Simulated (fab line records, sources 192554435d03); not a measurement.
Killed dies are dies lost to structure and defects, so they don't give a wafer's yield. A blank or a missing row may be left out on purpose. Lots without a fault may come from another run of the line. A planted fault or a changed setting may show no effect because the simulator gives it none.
fab line records | flow n5_finfet | part 1 of 2: steps 1 to 4 of 6
record lots=21 wafers=63 last_day=17
route steps=1938 shown SD_EPI_N@279 SD_EPI_P@310 SDB@358
lots that met no fault: from a run of the same line without faults
start_h: hours from the record's first day to the start of the lot's first wafer shown | wait_h: hours since the lot's step before | " the same as in the row above | L1.1+2: a row that stands for several wafers | - no value, or no start given | * or withheld: withheld | < > ~ a bound
route shown NAME@n: a module of which the file shows steps, and the number in the route of the first | usual: mean/standard deviation of fault-free wafers | same: alike in all rows | chamber/n: place in a boat | sites: the reading at each site | _std_site: their standard deviation | _edge_site: outer sites' mean less inner sites' | radius_mm: how far each site lies from the wafer's centre | mask NAME#n: copy n | behind: the tool/chamber that last shaped the wafer | hold: why the lot was held/for how many hours/how that ended | device: the transistor (n, p or np) that didn't switch | end of line: the same wafers' tests at the end of the route | a step without rows: its recipe alone | killed: dies lost to structure and defects at the first sort, not the wafer's yield | map: a wafer's dies, x killed, . not, _ none there
set.NAME: the setting as run; set.NAME@STEP: as run at that earlier step | model.NAME: the simulator's own value behind a step, which no gauge read
steps of the route over a sample of lots; a table a step, a row a wafer
services: from which hour (start_h, from the record's first day; less than 0 if before it) a tool's chamber was out of use, for how many hours, and why
## steps
# step N5_SD_EPI_N_ETCH_16
# recipe chemistry=CHF3/O2 target=SiO2 target_depth_a=50 mask_material=SOC pressure_mtorr=30 source_w=650 bias_w=170 Ar_flow_sccm=200 CHF3_flow_sccm=50 O2_flow_sccm=5 ion_energy_ev=200
# usual chamber_pressure_mTorr=29.998/0.025 drypump_motor_current_A=5.6/0.48 oes_product_au=0.74/0.069 rf_vpp_V=525/24 showerhead_plenum_p_Torr=2.45/0.069 throttle_valve_pct=18.94/0.24
# columns lot.wafer tool chamber start_h wait_h chamber_pressure_mTorr drypump_motor_current_A oes_product_au rf_hours_counter_h rf_vpp_V showerhead_plenum_p_Torr throttle_valve_pct
L074.1 rie_diel-06 1 48.90 0.1 30.015 6.2 0.72 179 544 2.41 18.84
L074.3 " 0 " " 30.028 5.7 0.80 83 563 2.45 18.68
L074.5 " 0 " " 30.020 5.7 0.81 - 564 2.45 18.67
L075.2 rie_diel-04 2 58.05 0.1 29.976 4.8 0.72 192 540 2.49 19.20
L075.4 " 2 " " 30.002 4.8 0.71 - 541 2.49 19.20
L075.6 " 1 " " 30.008 5.1 0.73 - 509 2.49 19.16
L076.2 rie_diel-05 2 64.77 0.1 30.001 6.3 0.87 55 485 2.56 18.83
L076.4 " 1 " " 30.019 5.2 0.74 207 539 2.49 19.13
L076.6 " 3 " " 29.965 5.6 0.68 - 482 2.26 18.87
L077.1 rie_diel-06 2 69.97 0.1 29.972 6.1 0.78 138 525 2.51 18.44
L077.2 " 1 " " 30.013 6.1 0.72 186 543 2.40 18.86
L077.6 " 1 " " 29.993 6.1 0.71 - 543 2.40 18.87
L078.1 rie_diel-05 2 75.41 0.1 29.964 6.4 0.87 60 487 2.56 18.84
L078.4 " 3 " " 29.985 5.6 0.69 229 481 2.26 18.87
L078.6 " 3 " " 29.996 5.6 0.68 - 480 2.26 18.86
L079.1 rie_diel-04 3 79.88 0.1 29.968 5.4 0.69 229 522 2.39 19.05
L079.2 " 2 " " 29.972 4.8 0.71 200 540 2.48 19.21
L079.3 " 1 " " 30.004 5.1 0.72 191 509 2.48 19.15
L080.1 rie_diel-04 0 86.05 0.1 29.997 5.9 0.70 241 507 2.38 18.96
L080.5 " 1 " " 29.958 5.1 0.72 - 509 2.48 19.18
L080.6 " 2 " " 29.923 4.8 0.69 - 540 2.48 19.21
L081.1 rie_diel-05 1 93.61 0.1 29.963 5.2 0.72 218 539 2.49 19.15
L081.5 " 0 " " 30.035 6.1 0.77 - 534 2.49 18.61
L081.6 " 1 " " 29.982 5.2 0.73 - 536 2.49 19.14
L083.1 rie_diel-05 3 104.47 0.1 30.027 5.6 0.67 240 480 2.25 18.89
L083.2 " 1 " " 30.005 5.2 0.73 222 539 2.48 19.16
L083.5 " 1 " " 29.972 5.2 0.73 - 540 2.48 19.17
L084.1 rie_diel-04 3 110.76 0.1 30.010 5.4 0.68 240 523 2.39 19.09
L084.3 " 1 " " 29.989 5.1 0.70 202 509 2.48 19.18
L084.4 " 0 " " 29.967 5.9 0.68 250 508 2.37 18.95
L085.1 rie_diel-06 3 118.97 0.1 29.995 5.8 0.77 169 549 2.41 19.08
L085.2 " 1 " " 30.006 6.1 0.70 205 544 2.40 18.88
L085.6 " 1 " " 30.052 6.1 0.70 - 544 2.40 18.91
L086.1 rie_diel-04 1 125.66 0.1 30.005 5.1 0.71 208 509 2.48 19.20
L086.3 " 2 " " 30.008 4.8 0.69 218 540 2.48 19.25
L086.5 " 2 " " 29.991 4.8 0.69 - 540 2.48 19.23
L087.1 rie_diel-05 3 128.74 0.1 29.976 5.6 0.67 249 479 2.25 18.91
L087.2 " 2 " " 30.021 6.3 0.83 81 485 2.55 18.86
L087.3 " 0 " " 29.969 6.1 0.76 175 537 2.48 18.63
L089.1 rie_diel-04 1 139.71 0.1 30.055 5.1 0.69 215 510 2.47 19.22
L089.2 " 2 " " 29.994 4.8 0.69 224 540 2.48 19.24
L089.5 " 2 " " 29.998 4.8 0.69 - 540 2.48 19.26
L090.2 rie_diel-04 2 145.70 0.1 29.988 4.8 0.68 226 537 2.47 19.26
L090.4 " 2 " " 29.989 4.8 0.69 - 539 2.47 19.26
L090.6 " 3 " " 29.957 5.4 0.67 - 522 2.38 19.10
L091.1 rie_diel-04 2 151.70 0.1 29.962 4.8 0.68 229 539 2.47 19.26
L091.2 " 0 " " 29.997 5.9 1.00 1 507 2.37 18.61
L091.6 " 2 " " 30.006 4.8 0.69 - 539 2.47 19.26
L092.1 rie_diel-05 0 157.59 0.1 30.003 6.1 0.75 187 536 2.48 18.67
L092.2 " 3 " " 29.999 5.6 0.94 4 489 2.54 18.52
L092.3 " 1 " " 30.005 5.2 0.71 243 538 2.48 19.18
L093.1 rie_diel-04 0 167.47 0.1 30.034 5.9 0.96 8 507 2.37 18.58
L093.2 " 1 " " 29.981 5.1 0.68 227 509 2.47 19.21
L093.3 " 2 " " 30.055 4.8 0.68 236 539 2.47 19.27
L095.1 rie_diel-06 2 176.54 0.1 30.005 6.1 0.77 167 522 2.50 18.48
L095.3 " 1 " " 29.961 6.2 0.68 225 544 2.39 18.92
L095.6 " 2 " " 30.031 6.1 0.76 - 523 2.50 18.49
L096.2 rie_diel-06 0 183.31 0.1 29.994 5.7 0.77 133 562 2.43 18.76
L096.3 " 3 " " 30.031 5.8 0.75 193 547 2.40 19.12
L096.6 " 0 " " 30.018 5.7 0.76 - 564 2.43 18.75
L097.1 rie_diel-05 2 186.14 0.1 30.009 6.3 0.82 101 486 2.54 18.89
L097.3 " 3 " " 30.028 5.6 0.91 13 488 2.53 18.52
L097.6 " 3 " " 30.017 5.6 0.91 - 488 2.53 18.53
# step N5_SD_EPI_N_SD_RECESS_17
# recipe chemistry=HBr/Cl2/O2 target_depth_a=410 mask_material=SOC time_s=23.7 bt_time_s=3 pressure_mtorr=10 icp_w=800 bias_w=112 HBr_flow_sccm=150 Cl2_flow_sccm=80 O2_flow_sccm=12
# usual chamber_pressure_mTorr=10.000/0.011 drypump_motor_current_A=5.8/0.48 oes_product_au=1.009/0.02 throttle_valve_pct=37.1/0.34
# columns lot.wafer tool chamber start_h wait_h chamber_pressure_mTorr drypump_motor_current_A oes_product_au rf_hours_counter_h throttle_valve_pct
L074.1 rie_si-04 3 48.97 0.0 9.991 5.9 1.039 3 37.3
L074.3 " 0 " " 10.000 6.2 0.987 51 37.1
L074.5 " 3 " " 10.012 5.9 1.041 - 37.3
L075.2 rie_si-04 1 58.12 0.0 10.000 5.2 1.015 42 37.0
L075.4 " 2 " " 10.002 5.2 0.996 204 37.0
L075.6 " 2 " " 9.998 5.2 1.001 - 37.0
L076.2 rie_si-05 1 64.84 0.0 10.009 5.8 1.012 38 36.5
L076.4 " 0 " " 10.002 5.3 1.030 175 37.6
L076.6 " 2 " " 10.011 6.6 0.987 - 36.8
L077.1 rie_si-04 3 70.04 0.0 10.015 5.9 1.045 3 37.3
L077.2 " 1 " " 10.008 5.2 1.029 42 37.0
L077.6 " 0 " " 10.001 6.2 0.976 - 37.1
L078.1 rie_si-05 1 75.49 0.0 9.994 5.8 1.010 38 36.5
L078.4 " 2 " " 9.997 6.6 0.990 - 36.8
L078.6 " 1 " " 10.004 5.8 1.007 - 36.5
L079.1 rie_si-05 0 79.95 0.0 10.004 5.4 1.026 175 37.6
L079.2 " 2 " " 9.995 6.6 0.991 77 36.8
L079.3 " 3 " " 10.019 5.3 0.990 132 37.6
L080.1 rie_si-03 3 86.12 0.0 10.006 6.5 1.024 115 37.0
L080.5 " 1 " " 9.996 6.0 1.003 - 36.6
L080.6 " 0 " " 9.989 5.6 0.987 - 37.0
L081.1 rie_si-05 2 93.68 0.0 10.002 6.5 0.990 77 36.8
L081.5 " 0 " " 9.979 5.4 1.011 - 37.6
L081.6 " 1 " " 9.994 5.8 1.009 - 36.5
L083.1 rie_si-03 2 104.54 0.0 10.018 6.5 1.022 45 37.5
L083.2 " 1 " " 9.993 6.0 0.999 31 36.6
L083.5 " 2 " " 9.974 6.5 1.019 - 37.6
L084.1 rie_si-04 0 110.83 0.0 10.001 6.2 0.975 53 37.1
L084.3 " 3 " " 10.000 5.9 1.047 4 37.3
L084.4 " 2 " " 10.010 5.2 0.987 1 37.0
L085.1 rie_si-04 0 119.04 0.0 9.995 6.2 0.988 53 37.1
L085.2 " 3 " " 9.998 5.9 1.036 4 37.3
L085.6 " 0 " " 10.006 6.1 0.982 - 37.1
L086.1 rie_si-05 1 125.73 0.0 10.005 5.8 1.003 39 36.5
L086.3 " 3 " " 10.001 5.3 1.001 133 37.6
L086.5 " 0 " " 9.995 5.3 1.019 - 37.6
L087.1 rie_si-04 3 128.81 0.0 10.004 5.8 1.031 5 37.3
L087.2 " 0 " " 9.997 6.2 0.985 53 37.1
L087.3 " 1 " " 10.014 5.2 1.018 44 37.0
L089.1 rie_si-04 2 139.78 0.0 9.990 5.2 0.981 1 37.0
L089.2 " 1 " " 9.993 5.2 1.014 44 36.9
L089.5 " 1 " " 9.996 5.2 1.016 - 37.0
L090.2 rie_si-04 1 145.77 0.0 10.002 5.2 1.013 44 37.0
L090.4 " 3 " " 10.000 5.9 1.034 5 37.3
L090.6 " 0 " " 10.003 6.2 0.984 - 37.1
L091.1 rie_si-04 3 151.77 0.0 10.015 5.9 1.040 5 37.3
L091.2 " 1 " " 9.999 5.2 1.025 44 37.0
L091.6 " 0 " " 10.007 6.2 0.971 - 37.1
L092.1 rie_si-04 1 157.66 0.0 9.994 5.2 1.016 44 37.0
L092.2 " 3 " " 10.002 5.8 1.041 5 37.3
L092.3 " 2 " " 10.001 5.2 0.975 1 37.0
L093.1 rie_si-03 0 167.54 0.0 9.998 5.6 1.001 3 37.0
L093.2 " 3 " " 9.995 6.5 1.022 116 37.0
L093.3 " 1 " " 9.997 6.0 1.001 33 36.6
L095.1 rie_si-03 3 176.61 0.0 10.006 6.5 1.030 116 37.0
L095.3 " 1 " " 10.023 6.0 1.012 33 36.6
L095.6 " 3 " " 9.994 6.5 1.034 - 37.0
L096.2 rie_si-03 2 183.38 0.0 9.990 6.5 1.019 46 37.5
L096.3 " 0 " " 9.993 5.6 1.000 3 37.0
L096.6 " 2 " " 10.006 6.5 1.021 - 37.5
L097.1 rie_si-05 0 186.21 0.0 10.011 5.4 1.024 177 37.6
L097.3 " 2 " " 10.001 6.6 0.993 78 36.8
L097.6 " 3 " " 9.993 5.2 1.000 - 37.6
# step N5_SD_EPI_N_STRIP_38
# recipe chemistry=N2/H2 power_w=1000 temp_c=250 h2_frac=0.65 overash_fraction=0.3 pressure_mtorr=withheld n2_flow_sccm=1750 h2_flow_sccm=3250
# usual drypump_motor_current_A=5.51/0.28 heater_power_w=331/20 oes_product_au=0.762/0.011
# columns lot.wafer tool chamber start_h wait_h drypump_motor_current_A heater_power_w oes_product_au rf_hours_counter_h
L074.1 plasma_asher-02 0 49.06 0.1 5.49 329 0.764 84
L074.3 " 1 " " 5.44 305 0.770 -
L074.5 " 0 " " 5.52 317 0.743 -
L075.2 plasma_asher-01 1 58.21 0.1 5.93 354 0.763 32
L075.4 " 1 " " 5.95 359 0.770 -
L075.6 " 1 " " 5.96 355 0.769 -
L076.2 plasma_asher-01 0 64.94 0.1 5.17 343 0.765 33
L076.4 " 0 " " 5.17 353 0.759 -
L076.6 " 1 " " 5.94 357 0.764 -
L077.1 plasma_asher-02 1 70.14 0.1 5.39 305 0.750 89
L077.2 " 0 " " 5.54 316 0.776 89
L077.6 " 0 " " 5.50 314 0.754 -
L078.1 plasma_asher-02 0 75.59 0.1 5.56 323 0.769 90
L078.4 " 1 " " 5.41 305 0.757 -
L078.6 " 0 " " 5.51 314 0.777 -
L079.1 plasma_asher-01 1 80.04 0.1 5.93 346 0.756 37
L079.2 " 0 " " 5.19 355 0.779 37
L079.3 " 0 " " 5.18 349 0.763 -
L080.1 plasma_asher-02 0 86.22 0.1 5.54 313 0.763 92
L080.5 " 0 " " 5.56 321 0.782 -
L080.6 " 1 " " 5.39 302 0.757 -
L081.1 plasma_asher-02 0 93.77 0.1 5.54 311 0.764 94
L081.5 " 1 " " 5.39 312 0.751 -
L081.6 " 0 " " 5.56 311 0.763 -
L083.1 plasma_asher-01 0 104.63 0.1 5.18 345 0.752 41
L083.2 " 1 " " 5.98 352 0.746 41
L083.5 " 1 " " 5.95 353 0.790 -
L084.1 plasma_asher-02 1 110.92 0.1 5.43 312 0.760 98
L084.3 " 1 " " 5.38 299 0.727 -
L084.4 " 0 " " 5.52 323 0.762 -
L085.1 plasma_asher-02 1 119.13 0.1 5.38 303 0.770 101
L085.2 " 0 " " 5.50 323 0.758 101
L085.6 " 0 " " 5.52 316 0.752 -
L086.1 plasma_asher-01 0 125.82 0.1 5.21 354 0.770 43
L086.3 " 0 " " 5.20 343 0.761 -
L086.5 " 1 " " 5.95 356 0.758 -
L087.1 plasma_asher-01 1 128.91 0.1 5.93 355 0.772 44
L087.2 " 0 " " 5.18 348 0.786 44
L087.3 " 1 " " 5.98 350 0.758 -
L089.1 plasma_asher-01 1 139.88 0.1 5.91 349 0.751 46
L089.2 " 0 " " 5.20 347 0.750 46
L089.5 " 1 " " 5.91 346 0.764 -
L090.2 plasma_asher-01 0 145.87 0.1 5.18 353 0.774 47
L090.4 " 0 " " 5.20 341 0.750 -
L090.6 " 0 " " 5.20 347 0.753 -
L091.1 plasma_asher-02 1 151.86 0.1 5.39 300 0.752 108
L091.2 " 0 " " 5.54 326 0.775 108
L091.6 " 0 " " 5.56 323 0.778 -
L092.1 plasma_asher-01 0 157.75 0.1 5.18 347 0.777 50
L092.2 " 1 " " 5.99 344 0.768 50
L092.3 " 1 " " 5.94 353 0.771 -
L093.1 plasma_asher-02 1 167.63 0.1 5.39 307 0.788 112
L093.2 " 0 " " 5.53 317 0.769 112
L093.3 " 1 " " 5.38 301 0.759 -
L095.1 plasma_asher-01 0 176.71 0.1 5.17 348 0.758 54
L095.3 " 0 " " 5.21 339 0.760 -
L095.6 " 0 " " 5.17 345 0.756 -
L096.2 plasma_asher-02 1 183.49 0.1 5.37 312 0.733 115
L096.3 " 0 " " 5.53 322 0.766 -
L096.6 " 0 " " 5.53 328 0.771 -
L097.1 plasma_asher-01 0 186.31 0.1 5.20 349 0.763 55
L097.3 " 0 " " 5.19 332 0.748 -
L097.6 " 1 " " 5.96 346 0.757 -
# step N5_SD_EPI_P_ETCHBACK_46
# recipe chemistry=CH3F/O2 mode=anisotropic_etchback target=SiNx target_depth_a=175 stop_on=SiO2 over_etch_frac=0.3 ion_energy_ev=120 pressure_mtorr=30 source_w=395 bias_w=73 Ar_flow_sccm=150 CH3F_flow_sccm=30 O2_flow_sccm=20
# usual chamber_pressure_mTorr=30.001/0.029 drypump_motor_current_A=5.8/0.35 oes_product_au=0.64/0.044 rf_vpp_V=298/10 showerhead_plenum_p_Torr=1.99/0.065 throttle_valve_pct=16.44/0.24
# same over_etch_frac=0.3
# columns lot.wafer tool chamber start_h wait_h chamber_pressure_mTorr drypump_motor_current_A oes_product_au rf_hours_counter_h rf_vpp_V showerhead_plenum_p_Torr throttle_valve_pct
L074.1 rie_diel-03 3 53.05 0.0 29.999 5.7 0.65 152 281 1.91 16.31
L074.3 " 2 " " 29.980 6.0 0.61 210 295 1.89 16.63
L074.5 " 1 " " 30.016 6.3 0.67 - 300 2.09 16.62
L075.2 rie_diel-02 1 63.62 0.0 30.019 5.8 0.58 246 303 1.97 16.48
L075.4 " 2 " " 30.014 5.2 0.61 159 302 1.99 16.48
L075.6 " 0 " " 29.999 6.2 0.65 - 283 2.01 16.72
L076.2 rie_diel-01 3 69.03 0.0 30.003 5.4 0.65 137 301 2.01 16.40
L076.4 " 3 " " 29.960 5.4 0.66 - 300 2.01 16.40
L076.6 " 2 " " 30.048 6.2 0.68 - 311 1.91 16.18
L077.1 rie_diel-02 0 74.57 0.0 30.027 6.3 0.64 164 285 2.01 16.73
L077.2 " 3 " " 30.010 5.4 0.73 55 300 2.03 15.90
L077.6 " 0 " " 29.890 6.3 0.65 - 284 2.01 16.72
L078.1 rie_diel-01 2 81.28 0.0 30.025 6.2 0.68 124 311 1.91 16.20
L078.4 " 1 " " 30.006 5.5 0.64 157 287 2.03 16.62
L078.6 " 1 " " 30.005 5.5 0.64 - 286 2.03 16.63
L079.1 rie_diel-01 3 84.20 0.0 30.020 5.4 0.65 141 300 2.01 16.39
L079.2 " 2 " " 29.972 6.3 0.67 125 312 1.91 16.19
L079.3 " 1 " " 29.971 5.5 0.64 158 284 2.03 16.63
L080.1 rie_diel-03 0 90.43 0.0 30.035 5.7 0.65 157 312 2.07 16.32
L080.5 " 1 " " 29.997 6.3 0.66 - 300 2.09 16.65
L080.6 " 0 " " 29.998 5.7 0.65 - 313 2.07 16.34
L081.1 rie_diel-03 2 98.09 0.0 30.009 6.0 0.60 224 296 1.88 16.65
L081.5 " 3 " " 29.985 5.7 0.64 - 280 1.91 16.35
L081.6 " 0 " " 30.040 5.7 0.65 - 313 2.07 16.32
L083.1 rie_diel-03 1 108.57 0.0 29.976 6.2 0.66 147 299 2.08 16.65
L083.2 " 3 " " 29.964 5.8 0.63 169 280 1.91 16.36
L083.5 " 3 " " 30.015 5.7 0.64 - 278 1.91 16.35
L084.1 rie_diel-02 3 115.04 0.0 29.989 5.4 0.71 70 301 2.02 15.95
L084.3 " 2 " " 29.991 5.1 0.61 176 301 1.98 16.51
L084.4 " 1 " " 30.012 5.8 0.85 2 302 1.97 16.06
L085.1 rie_diel-03 0 123.20 0.0 29.976 5.7 0.65 168 312 2.06 16.35
L085.2 " 1 " " 29.994 6.2 0.66 151 301 2.08 16.67
L085.6 " 1 " " 29.971 6.2 0.66 - 301 2.08 16.66
L086.1 rie_diel-02 2 129.92 0.0 30.015 5.1 0.61 181 300 1.98 16.53
L086.3 " 0 " " 30.009 6.3 0.63 184 284 2.00 16.77
L086.5 " 3 " " 30.009 5.4 0.70 - 301 2.02 15.95
L087.1 rie_diel-01 1 133.00 0.0 30.055 5.5 0.63 173 285 2.02 16.66
L087.2 " 2 " " 29.945 6.3 0.67 137 310 1.91 16.20
L087.3 " 3 " " 30.000 5.4 0.63 157 299 2.01 16.43
L089.1 rie_diel-01 2 145.05 0.0 30.090 6.3 0.67 141 311 1.91 16.21
L089.2 " 3 " " 30.050 5.4 0.64 161 299 2.01 16.46
L089.5 " 1 " " 29.977 5.4 0.63 - 285 2.02 16.67
L090.2 rie_diel-03 3 150.03 0.0 29.969 5.7 0.63 182 281 1.90 16.37
L090.4 " 2 " " 29.989 6.0 0.58 240 293 1.88 16.68
L090.6 " 2 " " 29.998 6.0 0.59 - 295 1.88 16.69
L091.1 rie_diel-02 0 156.69 0.0 29.954 6.3 0.62 191 284 2.00 16.78
L091.2 " 2 " " 29.965 5.1 0.59 189 301 1.98 16.55
L091.6 " 0 " " 30.024 6.2 0.63 - 283 2.00 16.79
L092.1 rie_diel-01 3 161.82 0.0 29.955 5.4 0.64 166 300 2.00 16.45
L092.2 " 1 " " 29.988 5.5 0.63 182 285 2.02 16.66
L092.3 " 0 " " 30.038 5.7 0.60 233 309 1.97 16.32
L093.1 rie_diel-03 3 171.79 0.0 30.047 5.7 0.62 188 279 1.90 16.39
L093.2 " 1 " " 29.994 6.3 0.65 164 300 2.08 16.70
L093.3 " 0 " " 29.968 5.7 0.63 181 311 2.06 16.36
L095.1 rie_diel-03 2 181.04 0.0 30.050 6.0 0.59 250 294 1.87 16.70
L095.3 " 3 " " 29.963 5.8 0.62 191 280 1.90 16.39
L095.6 " 2 " " 29.937 6.0 0.58 - 295 1.87 16.69
L096.2 rie_diel-02 3 188.38 0.0 30.043 5.3 0.69 91 300 2.02 15.98
L096.3 " 1 " " 30.040 5.8 0.79 24 302 1.96 16.10
L096.6 " 2 " " 29.972 5.1 0.60 - 301 1.98 16.58
L097.1 rie_diel-01 2 190.45 0.0 30.019 6.3 0.66 153 310 1.90 16.24
L097.3 " 3 " " 29.962 5.4 0.63 170 300 2.00 16.47
L097.6 " 0 " " 30.015 5.6 0.59 - 308 1.97 16.35
